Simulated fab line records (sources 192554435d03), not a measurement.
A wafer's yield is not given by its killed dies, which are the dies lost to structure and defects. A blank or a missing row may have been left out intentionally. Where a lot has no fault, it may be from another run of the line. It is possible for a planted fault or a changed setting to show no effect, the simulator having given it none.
Chamber matching + flow n5Finfet + N5_BEOL_M1_ETCH_63 on rieDiel-05: 4 sister chambers
The step etches SiARC in CF4, target depth 15.6 nm, time 26 s. 14 wafers are shown with their chamber, then 7 later ones without.

WAFERS WITH THEIR CHAMBER
| wafer  | chamber | showerheadPlenumPTorr (Torr) | throttleValvePct (%) | oesProductAu (a.u.) |
|--------|---------|------------------------------|----------------------|---------------------|
| L080.3 | 1       | 2.05                         | 15.43                | 0.60                |
| L080.4 | 1       | 2.05                         | 15.45                | 0.61                |
| L080.5 | 3       | 2.23                         | 15.83                | 0.61                |
| L081.1 | 3       | 2.23                         | 15.83                | 0.61                |
| L081.5 | 0       | 2.07                         | 15.82                | 0.64                |
| L081.6 | 1       | 2.05                         | 15.44                | 0.60                |
| L083.2 | 2       | 2.19                         | 15.80                | 0.58                |
| L083.5 | 2       | 2.18                         | 15.81                | 0.58                |
| L083.6 | 3       | 2.23                         | 15.83                | 0.62                |
| L085.1 | 3       | 2.23                         | 15.83                | 0.61                |
| L085.4 | 2       | 2.18                         | 15.81                | 0.57                |
| L085.6 | 2       | 2.18                         | 15.82                | 0.57                |
| L089.1 | 2       | 2.18                         | 15.83                | 0.57                |
| L089.4 | 3       | 2.23                         | 15.85                | 0.61                |

SIGNATURES, as means of the wafers listed above
| reading               | chamber 0 | chamber 1 | chamber 2 | chamber 3 | scatter within a chamber |
|-----------------------|-----------|-----------|-----------|-----------|--------------------------|
| showerheadPlenumPTorr | 2.0700    | 2.0500    | 2.1820    | 2.2300    | 0.00283                  |
| throttleValvePct      | 15.8200   | 15.4400   | 15.8140   | 15.8340   | 0.0102                   |
| oesProductAu          | 0.6400    | 0.6033    | 0.5740    | 0.6120    | 0.00516                  |
Rule: for each reading, subtract the chamber's mean from the wafer's reading, divide by that reading's scatter and square the result; add these up over the readings and take the root, which gives the wafer's distance from the chamber. If the next closest chamber is less than 2 further off than the closest, the wafer can't be placed; otherwise it belongs to the closest. How the scatter is found: for the shown wafers, subtract from each reading the mean of its chamber, square and add these, divide the total by (wafers less chambers), then take the root.

WAFERS WITH NO CHAMBER GIVEN
| wafer  | showerheadPlenumPTorr (Torr) | throttleValvePct (%) | oesProductAu (a.u.) |
|--------|------------------------------|----------------------|---------------------|
| L089.5 | 2.04                         | 15.49                | 0.60                |
| L091.2 | 2.22                         | 15.87                | 0.61                |
| L091.3 | 2.04                         | 15.49                | 0.59                |
| L091.6 | 2.04                         | 15.50                | 0.59                |
| L095.1 | 2.04                         | 15.51                | 0.59                |
| L095.3 | 2.22                         | 15.90                | 0.60                |
| L095.4 | 2.06                         | 15.86                | 0.62                |

CHAMBER TAKEN BY EACH
| wafer  | from the rows above | in truth |
|--------|---------------------|----------|
| L089.5 | 1                   | 1        |
| L091.2 | 3                   | 3        |
| L091.3 | 1                   | 1        |
| L091.6 | 1                   | 1        |
| L095.1 | 1                   | 1        |
| L095.3 | 3                   | 3        |
| L095.4 | 0                   | 0        |
Placed correctly: 7 of 7. Number that these rows cannot place: 0. Wrongly placed: 0.
